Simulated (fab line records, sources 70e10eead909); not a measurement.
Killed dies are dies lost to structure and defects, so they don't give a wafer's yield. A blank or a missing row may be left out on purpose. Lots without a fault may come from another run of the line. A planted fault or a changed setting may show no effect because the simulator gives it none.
Chamber matching | flow nand_harc | NHARC_A_CONTACT_ETCH_48 on rie_diel-08: 4 sister chambers
The step etches the open film in CF4, target depth 39 nm, time 65 s. 8 wafers are shown with their chamber, then 12 later ones without.

WAFERS WITH THEIR CHAMBER
wafer  | chamber | showerhead_plenum_p_Torr (Torr) | drypump_motor_current_A (A)
L080.4 | 1       | 1.77                            | 5.8
L081.4 | 2       | 1.78                            | 5.1
L087.5 | 2       | 1.77                            | 5.1
L085.3 | 1       | 1.77                            | 5.9
L085.5 | 3       | 1.88                            | 5.4
L089.2 | 0       | 1.79                            | 5.6
L089.5 | 3       | 1.88                            | 5.4
L089.6 | 0       | 1.79                            | 5.6

WAFERS WITHOUT THEIR CHAMBER
wafer  | showerhead_plenum_p_Torr (Torr) | drypump_motor_current_A (A)
L091.2 | 1.76                            | 5.9
L091.4 | 1.79                            | 5.7
L091.6 | 1.77                            | 5.1
L095.1 | 1.77                            | 5.1
L095.3 | 1.76                            | 5.9
L095.6 | 1.77                            | 5.9
L094.2 | 1.88                            | 5.4
L094.5 | 1.79                            | 5.6
L094.6 | 1.88                            | 5.4
L093.1 | 1.79                            | 5.6
L093.2 | 1.77                            | 5.1
L093.6 | 1.76                            | 5.8

WHICH CHAMBER EACH WENT THROUGH
wafer  | from the rows above | in truth
L091.2 | 1                   | 1
L091.4 | 0                   | 0
L091.6 | 2                   | 2
L095.1 | 2                   | 2
L095.3 | 1                   | 1
L095.6 | 1                   | 1
L094.2 | 3                   | 3
L094.5 | 0                   | 0
L094.6 | 3                   | 3
L093.1 | 0                   | 0
L093.2 | 2                   | 2
L093.6 | 1                   | 1
Placed correctly: 12 of 12. Can't be placed from these rows: 0. Placed wrongly: 0.
How it was worked out, from the rows above alone: a wafer's distance from a chamber is the root of the sum, over the readings, of the square of ((its reading less the chamber's mean) divided by the reading's scatter). The wafer belongs to the nearest chamber; if the next one is less than 2 further off, it can't be placed. A chamber's mean is the mean of its shown wafers. The scatter: the root of (the sum of the squares of (reading less its chamber's mean) over the shown wafers, divided by (wafers less chambers)).
